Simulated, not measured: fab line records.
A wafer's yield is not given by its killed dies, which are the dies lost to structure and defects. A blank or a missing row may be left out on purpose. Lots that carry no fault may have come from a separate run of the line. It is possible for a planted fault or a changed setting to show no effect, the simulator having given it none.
The tool behind it: which one?	flow n5_finfet	Sampling: 10 lots, 30 wafers, 5 of 1938 route steps

WHAT THE GAUGES SHOWED, per wafer
N5_BEOL_M4_RC_MEAS_101.
lot	measured	on	DIBL_N (mV/V)	DIBL_P (mV/V)	IOFF_N (nA/um)	IOFF_P (nA/um)	ION_N (uA/um)	ION_P (uA/um)	SS_N (mV/dec)	SS_P (mV/dec)	VT_N (mV)	VT_P (mV)
L466	day 8 00:08	prober-02	36.6 35.5 36.9	36.5 34.1 37.0	0.169 0.153 0.187	0.20 0.18 0.21	686 669 699	462 451 465	70.9 70.7 71.5	72.7 72.3 73.4	248.1 248.6 246.2	-253 -252 -252
L474	day 9 20:26	prober-02	36.0 35.0 36.5	36.8 35.7 37.7	0.169 0.145 0.174	0.23 0.21 0.26	665 666 680	461 457 475	72.1 71.0 71.9	73.5 73.2 73.9	248.2 248.0 247.9	-247 -249 -244
L476	day 10 02:36	prober-02	37.4 37.1 35.2	37.7 37.6 35.3	0.189 0.195 0.146	0.24 0.24 0.20	675 708 686	464 472 470	71.9 71.1 71.2	73.2 73.7 73.1	245.7 246.1 252.9	-250 -247 -251
L481	day 11 20:21	prober-01	35.4 34.9 36.1	36.8 35.6 36.5	0.153 0.145 0.154	0.22 0.20 0.21	674 648 666	461 450 458	71.8 71.6 71.9	72.6 73.0 73.0	250.4 251.5 252.0	-249 -251 -251
L482	day 11 21:12	prober-02	37.7 35.0 35.7	35.9 33.7 33.7	0.174 0.124 0.138	0.21 0.17 0.17	663 661 653	451 455 448	72.5 71.4 71.8	73.4 73.3 72.7	252.2 254.1 252.6	-249 -250 -256
L484	day 11 22:14	prober-01	35.6 35.3 37.2	34.6 34.4 37.2	0.142 0.139 0.175	0.17 0.17 0.21	658 671 675	449 454 463	71.2 71.2 71.5	72.6 72.4 73.6	251.1 253.0 246.6	-254 -258 -252
L483	day 12 02:36	prober-01	36.4 34.9 35.2	37.2 35.6 36.2	0.175 0.147 0.153	0.22 0.19 0.19	676 683 682	461 465 468	71.5 70.5 70.8	73.4 72.6 72.1	248.3 248.1 249.0	-248 -251 -251
L485	day 12 19:30	prober-02	37.2 36.8 36.7	37.3 36.7 37.1	0.153 0.150 0.156	0.21 0.20 0.21	674 665 679	457 459 463	72.6 71.8 71.8	73.9 73.5 73.9	250.4 252.3 251.0	-250 -251 -253
L487	day 13 15:14	prober-02	35.1 36.0 35.1	34.8 35.2 35.0	0.137 0.146 0.142	0.19 0.20 0.20	665 666 662	460 455 456	70.9 71.1 70.9	73.0 72.9 72.6	250.8 251.1 248.0	-250 -250 -248
L489	day 13 18:05	prober-01	37.4 40.3 36.6	35.5 38.7 33.9	0.158 0.217 0.146	0.23 0.30 0.22	674 691 656	466 465 458	71.0 72.4 71.6	73.2 73.9 72.1	249.3 245.3 254.2	-247 -242 -247

EACH LOT AND THE TOOL THAT RAN IT (in order: tool; ch and the chambers of the sampled wafers; start)
lot	N5_BEOL_M4_ANNEAL_49	N5_BEOL_M4_SPUTTER_81	N5_BEOL_M4_SPUTTER_90	N5_BEOL_M4_SPUTTER_94
L466	pvd_sputter-03, day 7 21:07	pvd_sputter-03, day 7 21:29	pvd_sputter-03, day 7 22:08	pvd_sputter-03, day 7 22:35
L474	pvd_sputter-02, day 9 17:13	pvd_sputter-02, day 9 17:35	pvd_sputter-02, day 9 18:14	pvd_sputter-02, day 9 18:41
L476	pvd_sputter-01, day 9 23:49	pvd_sputter-01, day 10 00:10	pvd_sputter-01, day 10 00:50	pvd_sputter-01, day 10 01:16
L481	pvd_sputter-01, day 11 16:57	pvd_sputter-01, day 11 17:19	pvd_sputter-01, day 11 17:58	pvd_sputter-01, day 11 18:25
L482	pvd_sputter-03, day 11 18:16	pvd_sputter-03, day 11 18:37	pvd_sputter-03, day 11 19:17	pvd_sputter-03, day 11 19:43
L484	pvd_sputter-01, day 11 19:28	pvd_sputter-01, day 11 19:50	pvd_sputter-01, day 11 20:29	pvd_sputter-01, day 11 20:56
L483	pvd_sputter-03, day 11 23:49	pvd_sputter-03, day 12 00:11	pvd_sputter-03, day 12 00:50	pvd_sputter-03, day 12 01:17
L485	pvd_sputter-01, day 12 16:25	pvd_sputter-01, day 12 16:46	pvd_sputter-01, day 12 17:26	pvd_sputter-01, day 12 17:52
L487	pvd_sputter-03, day 13 12:17	pvd_sputter-03, day 13 12:39	pvd_sputter-03, day 13 13:19	pvd_sputter-03, day 13 13:45
L489	pvd_sputter-03, day 13 15:10	pvd_sputter-03, day 13 15:31	pvd_sputter-03, day 13 16:11	pvd_sputter-03, day 13 16:37
- N5_BEOL_M4_ANNEAL_49: time 240 s.
- N5_BEOL_M4_SPUTTER_81: material Cu, target thk 4.5 nm, time 8.29 s.
- N5_BEOL_M4_SPUTTER_90: material Cu, target thk 4.5 nm, time 8.29 s.
- N5_BEOL_M4_SPUTTER_94: material Cu, target thk 4.5 nm, time 8.29 s.

WHAT THE TOOLS THEMSELVES READ (means of the sampled wafers that have a number; where no wafer has one, the mark that the record gives instead)
N5_BEOL_M4_ANNEAL_49.
lot	tool	heater_power_w (W)
L466	pvd_sputter-03	764
L474	pvd_sputter-02	920
L476	pvd_sputter-01	846
L481	pvd_sputter-01	827
L482	pvd_sputter-03	778
L484	pvd_sputter-01	813
L483	pvd_sputter-03	801
L485	pvd_sputter-01	735
L487	pvd_sputter-03	837
L489	pvd_sputter-03	807

N5_BEOL_M4_SPUTTER_81.
lot	tool	chamber_pressure_pa (Pa)	chuck_gas_flow_sccm (sccm)	throttle_valve_pct (%)
L466	pvd_sputter-03	0.06994	1.27	30.5
L474	pvd_sputter-02	0.07001	1.25	29.8
L476	pvd_sputter-01	0.07003	1.22	30.7
L481	pvd_sputter-01	0.06991	1.31	30.3
L482	pvd_sputter-03	0.07009	1.24	30.1
L484	pvd_sputter-01	0.07011	1.26	30.3
L483	pvd_sputter-03	0.06998	1.26	29.8
L485	pvd_sputter-01	0.06998	1.26	29.8
L487	pvd_sputter-03	0.07006	1.29	29.4
L489	pvd_sputter-03	0.07011	1.26	29.6

N5_BEOL_M4_SPUTTER_90.
lot	tool	chamber_pressure_pa (Pa)	chuck_gas_flow_sccm (sccm)	throttle_valve_pct (%)
L466	pvd_sputter-03	0.07	1.24	30.5
L474	pvd_sputter-02	0.07	1.26	29.6
L476	pvd_sputter-01	0.07	1.23	30.6
L481	pvd_sputter-01	0.07	1.29	30.5
L482	pvd_sputter-03	0.07	1.25	30.0
L484	pvd_sputter-01	0.07	1.30	30.3
L483	pvd_sputter-03	0.07	1.30	29.8
L485	pvd_sputter-01	0.07	1.26	29.8
L487	pvd_sputter-03	0.07	1.26	29.3
L489	pvd_sputter-03	0.07	1.25	29.5

N5_BEOL_M4_SPUTTER_94.
lot	tool	chamber_pressure_pa (Pa)	chuck_gas_flow_sccm (sccm)	throttle_valve_pct (%)
L466	pvd_sputter-03	0.06997	1.24	30.5
L474	pvd_sputter-02	0.07000	1.26	29.6
L476	pvd_sputter-01	0.06992	1.25	30.6
L481	pvd_sputter-01	0.06987	1.24	30.5
L482	pvd_sputter-03	-	-	-
L484	pvd_sputter-01	-	-	-
L483	pvd_sputter-03	-	-	-
L485	pvd_sputter-01	0.07006	1.28	29.6
L487	pvd_sputter-03	0.07001	1.30	29.3
L489	pvd_sputter-03	0.07005	1.23	29.6

THE ANSWER, worked out from the rows above alone
Rule: what is usual is taken from the lots themselves. The widest of any qualifying gaps counts: lots, ordered by their means at a reading, are off when they make up no more than a third of the lots, leave a main group of 4 or more, and stand apart from it by 3 or more times the standard deviation of that group's means. A main group is skipped when, at the precision printed for the reading in the tables above, its means are all equal. Also off: a lot with no number at a reading for which 4 or more lots have one. All remaining lots with rows at the step are treated as sound. After the gauges, taken in route order, come the tools' own readings; for these a lot's mean is taken, as printed above. The first step at which some lot is off is used, and at that step the reading that is off furthest; a lot without a number counts as furthest.
Off at N5_BEOL_M4_SPUTTER_94 (chamber_pressure_pa): L482, L484, L483. Without a number there: L482, L484, L483. The main group: mean 0.06998 Pa, standard deviation 6.4e-05.
A tool fits if, at that step or a process step before it, it ran every lot that is off, and no sound lot after the first of them. Of those tried, none fits.

WHAT THE SIMULATOR PUT IN
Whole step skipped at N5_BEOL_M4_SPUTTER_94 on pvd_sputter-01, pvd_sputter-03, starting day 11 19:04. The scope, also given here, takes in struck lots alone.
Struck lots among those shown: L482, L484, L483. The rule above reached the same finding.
